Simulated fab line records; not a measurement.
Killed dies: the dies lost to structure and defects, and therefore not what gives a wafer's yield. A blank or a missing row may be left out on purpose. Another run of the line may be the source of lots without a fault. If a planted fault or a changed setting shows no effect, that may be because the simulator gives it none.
Chamber matching -- flow n5Finfet -- N5_BEOL_M10_STRIP_67 on rieDiel-01 has 4 sister chambers
The step strips in CF4. 20 wafers are shown with their chamber, then 10 later ones without.

== WAFERS, EACH WITH ITS CHAMBER ==
wafer,chamber,showerheadPlenumPTorr (Torr),throttleValvePct (%),drypumpMotorCurrentA (A)
L078.1,0,1.88,13.24,5.7
L078.2,3,1.75,13.24,5.5
L078.4,1,1.87,13.85,5.5
L079.1,1,1.86,13.89,5.5
L079.4,1,1.86,13.90,5.5
L079.6,3,1.75,13.24,5.5
L082.3,0,1.88,13.24,5.7
L082.4,3,1.75,13.29,5.5
L082.6,2,1.85,13.47,5.6
L084.1,2,1.84,13.48,5.7
L084.3,0,1.88,13.26,5.7
L084.5,3,1.75,13.30,5.5
L086.1,3,1.75,13.30,5.5
L086.2,2,1.84,13.51,5.7
L086.3,1,1.86,13.95,5.5
L087.1,1,1.86,13.96,5.5
L087.2,0,1.87,13.28,5.7
L087.5,2,1.84,13.50,5.6
L088.1,1,1.86,13.95,5.5
L088.4,2,1.84,13.51,5.7

SIGNATURES (means of the wafers above)
reading,chamber 0,chamber 1,chamber 2,chamber 3,scatter within a chamber
showerheadPlenumPTorr,1.8775,1.8617,1.8420,1.7500,0.00386
throttleValvePct,13.2550,13.9167,13.4940,13.2740,0.0315
drypumpMotorCurrentA,5.700,5.500,5.660,5.500,0.0274
Rule: distance of a wafer from a chamber = root of the sum over the readings of ((wafer's reading minus chamber's mean) / reading's scatter) squared. The wafer belongs to the nearest chamber; if the next one is less than 2 further off, it can't be placed. The scatter is the square root of a quotient: the sum, over the shown wafers, of each reading's squared deviation from its chamber's mean, divided by wafers minus chambers.

== WAFERS WITH NO CHAMBER GIVEN ==
wafer,showerheadPlenumPTorr (Torr),throttleValvePct (%),drypumpMotorCurrentA (A)
L088.5,1.86,13.95,5.5
L090.1,1.84,13.51,5.7
L090.5,1.86,13.97,5.5
L090.6,1.84,13.50,5.7
L092.2,1.84,13.53,5.7
L092.4,1.85,13.99,5.5
L092.5,1.87,13.29,5.8
L095.1,1.85,13.99,5.5
L095.3,1.83,13.53,5.7
L095.6,1.83,13.55,5.7

== WHICH CHAMBER EACH WENT THROUGH ==
wafer,from the rows above,in truth
L088.5,1,1
L090.1,2,2
L090.5,1,1
L090.6,2,2
L092.2,2,2
L092.4,1,1
L092.5,0,0
L095.1,1,1
L095.3,2,2
L095.6,2,2
10 of 10 placed correctly. From these rows, 0 cannot be placed. Wrongly placed: 0.
